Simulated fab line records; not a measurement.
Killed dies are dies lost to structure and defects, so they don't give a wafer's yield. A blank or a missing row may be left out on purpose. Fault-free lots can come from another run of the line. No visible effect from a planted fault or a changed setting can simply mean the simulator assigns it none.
What tool caused it? | flow nand-harc | 13 lots, 39 wafers sampled, at 4 steps of a route of 1302

WHAT THE GAUGES SHOWED, per wafer
The record lacks any reading of a measuring or inspecting step that a usual standard deviation could be used to judge.

WHICH TOOL RAN EACH LOT (tool, then ch and the chambers of the sampled wafers, then the start)
lot  | NHARC_A_STAIRCASE_ETCHBACK_416                | NHARC_A_STAIRCASE_ALD_420        | NHARC_A_STAIRCASE_DEP_322       | NHARC_A_STAIRCASE_DEP_325
L186 | rie-diel-05 ch 0,2,3, day 17 10:41 or earlier | ald-hk-04 ch 0,1,2, day 17 10:41 | pecvd-04 ch 1,2, day 18 09:58   | pecvd-03 ch 0,1, day 18 20:08
L188 | rie-diel-03 ch 0,2,3, day 18 09:07 or earlier | ald-hk-02 ch 0,1,3, day 18 09:07 | pecvd-02 ch 1,2, day 19 00:35   | pecvd-02 ch 0,2, day 19 07:51
L189 | rie-diel-05 ch 0,1,2, day 18 15:46 or earlier | ald-hk-02 ch 0,1,3, day 18 15:46 | pecvd-04 ch 0,1, day 19 07:34   | pecvd-03 ch 0,2, day 19 15:39
L196 | rie-diel-03 ch 0,1,2, day 22 06:59 or earlier | ald-hk-04 ch 1,2, day 22 06:59   | pecvd-04 ch 0,1,2, day 22 23:22 | pecvd-02 ch 0,1,2, day 23 09:25
L199 | rie-diel-03 ch 0,2,3, day 22 19:35 or earlier | ald-hk-02 ch 1,2,3, day 22 19:35 | pecvd-04 ch 0,1,2, day 23 10:59 | pecvd-02 ch 0,2, day 23 18:45
L201 | rie-diel-07 ch 1,3, day 23 05:25 or earlier   | ald-hk-03 ch 0,3, day 23 05:25   | pecvd-02 ch 0,2, day 23 20:48   | pecvd-04 ch 0,1, day 24 05:37
L202 | rie-diel-03 ch 1,2, day 24 00:22 or earlier   | ald-hk-02 ch 1,2, day 24 00:22   | pecvd-04 ch 0,1, day 24 16:43   | pecvd-04 ch 0,2, day 25 03:43
L203 | rie-diel-05 ch 2,3, day 24 06:32 or earlier   | ald-hk-04 ch 0,1,3, day 24 06:32 | pecvd-02 ch 0,2, day 24 16:50   | pecvd-03 ch 1,2, day 25 03:43
L205 | rie-diel-07 ch 0,1,2, day 25 19:01 or earlier | ald-hk-03 ch 0,2,3, day 25 19:01 | pecvd-02 ch 0,1, day 26 10:41   | pecvd-03 ch 0,1,2, day 26 19:16
L207 | rie-diel-05 ch 0,1,2, day 26 00:01 or earlier | ald-hk-04 ch 0,3, day 26 00:01   | pecvd-04 ch 0,1,2, day 26 18:05 | pecvd-04 ch 0,1,2, day 27 02:05
L209 | rie-diel-03 ch 1,2, day 26 07:28 or earlier   | ald-hk-02 ch 1,2, day 26 07:28   | pecvd-02 ch 0,1,2, day 27 00:58 | pecvd-02 ch 1,2, day 27 10:41
L206 | rie-diel-07 ch 0,2,3, day 26 12:13 or earlier | ald-hk-03 ch 0,1,2, day 26 12:13 | pecvd-04 ch 0,2, day 27 05:49   | pecvd-03 ch 0,1, day 27 10:41
L208 | rie-diel-07 ch 0,1,3, day 26 19:06 or earlier | ald-hk-03 ch 0,1,2, day 26 19:06 | pecvd-02 ch 1,2, day 27 14:56   | pecvd-04 ch 0,1, day 27 22:10
- NHARC_A_STAIRCASE_ETCHBACK_416: etches the open film in C4F8/O2/Ar, target depth 36 nm, time 7.2 s.
- NHARC_A_STAIRCASE_ALD_420: deposits SiO2, target thk 20 nm, pulse time 6 s, ald cycles 200.
- NHARC_A_STAIRCASE_DEP_322: deposits SiO2, target thk 7200 nm.
- NHARC_A_STAIRCASE_DEP_325: deposits SiO2, target thk 7200 nm.

WHAT THE TOOLS THEMSELVES READ (means of the sampled wafers that have a number; where no wafer has one, the mark that the record gives instead)
NHARC_A_STAIRCASE_ETCHBACK_416. Usual: bias-w 800.1 W, standard deviation 2.5; chamber-pressure-mTorr 25.000 mTorr, standard deviation 0.023; oes-product-au 0.930 a.u., standard deviation 0.022; rf-vpp-V 725 V, standard deviation 5.2.
lot  | tool        | bias-w (W) | chamber-pressure-mTorr (mTorr) | oes-product-au (a.u.) | rf-vpp-V (V) | flag
L186 | rie-diel-05 | 800.4      | 24.984                         | 0.923                 | 727          |
L188 | rie-diel-03 | 801.8      | 24.980                         | 0.925                 | 726          |
L189 | rie-diel-05 | 799.4      | 24.992                         | 0.913                 | 725          |
L196 | rie-diel-03 | 799.7      | 24.992                         | 0.932                 | 725          |
L199 | rie-diel-03 | 800.0      | 25.007                         | 0.932                 | 725          |
L201 | rie-diel-07 | 799.9      | 24.990                         | 0.927                 | 727          |
L202 | rie-diel-03 | 799.8      | 24.998                         | 0.931                 | 731          |
L203 | rie-diel-05 | 802.4      | 24.985                         | 0.924                 | 725          |
L205 | rie-diel-07 | 798.2      | 24.983                         | 0.928                 | 724          |
L207 | rie-diel-05 | 800.1      | 24.992                         | 0.995                 | 724          |
L209 | rie-diel-03 | 802.0      | 25.001                         | 0.929                 | 731          |
L206 | rie-diel-07 | 797.7      | 25.011                         | 0.929                 | 722          |
L208 | rie-diel-07 | 799.5      | 24.998                         | 0.920                 | 727          |

NHARC_A_STAIRCASE_ALD_420. Usual: heater-power-w 472 W, standard deviation 48; precursor-pulse-height-rel 0.999, standard deviation 0.02.
lot  | tool      | heater-power-w (W) | precursor-pulse-height-rel | flag
L186 | ald-hk-04 | 467                | 0.977                      |
L188 | ald-hk-02 | 503                | 1.015                      |
L189 | ald-hk-02 | 501                | 0.997                      |
L196 | ald-hk-04 | 441                | 1.003                      |
L199 | ald-hk-02 | 513                | 0.995                      |
L201 | ald-hk-03 | 457                | 0.997                      |
L202 | ald-hk-02 | 520                | 0.994                      |
L203 | ald-hk-04 | 452                | 1.004                      |
L205 | ald-hk-03 | 439                | 1.007                      |
L207 | ald-hk-04 | 478                | 0.991                      |
L209 | ald-hk-02 | 523                | 0.984                      |
L206 | ald-hk-03 | 483                | 0.980                      |
L208 | ald-hk-03 | 478                | 0.993                      |

NHARC_A_STAIRCASE_DEP_322. Usual: heater-power-w 660 W, standard deviation 84; mfc-precursor-sccm 200.1 sccm, standard deviation 0.61.
lot  | tool     | heater-power-w (W) | mfc-precursor-sccm (sccm) | flag
L186 | pecvd-04 | 663                | 200.0                     |
L188 | pecvd-02 | 604                | 200.6                     |
L189 | pecvd-04 | 635                | 201.1                     |
L196 | pecvd-04 | 597                | 200.1                     |
L199 | pecvd-04 | 601                | 200.5                     |
L201 | pecvd-02 | 705                | 200.4                     |
L202 | pecvd-04 | 622                | 199.8                     |
L203 | pecvd-02 | 711                | 200.3                     |
L205 | pecvd-02 | 709                | 200.3                     |
L207 | pecvd-04 | 633                | 199.9                     |
L209 | pecvd-02 | 649                | 200.3                     |
L206 | pecvd-04 | 655                | 199.9                     |
L208 | pecvd-02 | 654                | 199.8                     |

NHARC_A_STAIRCASE_DEP_325. Usual: heater-power-w 654 W, standard deviation 86; mfc-precursor-sccm 200.0 sccm, standard deviation 0.62.
lot  | tool     | heater-power-w (W) | mfc-precursor-sccm (sccm) | flag
L186 | pecvd-03 | 728                | 200.3                     |
L188 | pecvd-02 | 690                | 199.9                     |
L189 | pecvd-03 | 612                | 200.2                     |
L196 | pecvd-02 | 647                | 342.7                     | OFF
L199 | pecvd-02 | 719                | 343.4                     | OFF
L201 | pecvd-04 | 673                | 199.6                     |
L202 | pecvd-04 | 604                | 200.4                     |
L203 | pecvd-03 | 555                | 200.2                     |
L205 | pecvd-03 | 593                | 199.4                     |
L207 | pecvd-04 | 620                | 200.6                     |
L209 | pecvd-02 | 652                | 200.1                     |
L206 | pecvd-03 | 695                | 200.1                     |
L208 | pecvd-04 | 637                | 200.3                     |

THE ANSWER, worked out from the rows above alone
Rule: take the mean of a lot's wafers that have a number; if it is more than 3 standard deviations from the usual mean, the lot is off. A lot without any number at a reading at which 4 lots or more have one is off too. Where the step has rows for the other lots, those lots are counted as sound. First the gauges in route order, then the tools' own readings, where a lot's mean is used as printed above. At the first step where some lot is off, the reading lying furthest off is the one used; lots without a number count as furthest.
Off at NHARC_A_STAIRCASE_DEP_325 (mfc-precursor-sccm): L196, L199.
A tool fits if, at that step or a process step before it, it ran every lot that is off, and no sound lot after the first of them. NHARC_A_STAIRCASE_ETCHBACK_416 gives no start for some lots, so the hours and the order of its lots are those of NHARC_A_STAIRCASE_ALD_420. Of those tried, none fits.

WHAT HAD BEEN PUT IN BY THE SIMULATOR
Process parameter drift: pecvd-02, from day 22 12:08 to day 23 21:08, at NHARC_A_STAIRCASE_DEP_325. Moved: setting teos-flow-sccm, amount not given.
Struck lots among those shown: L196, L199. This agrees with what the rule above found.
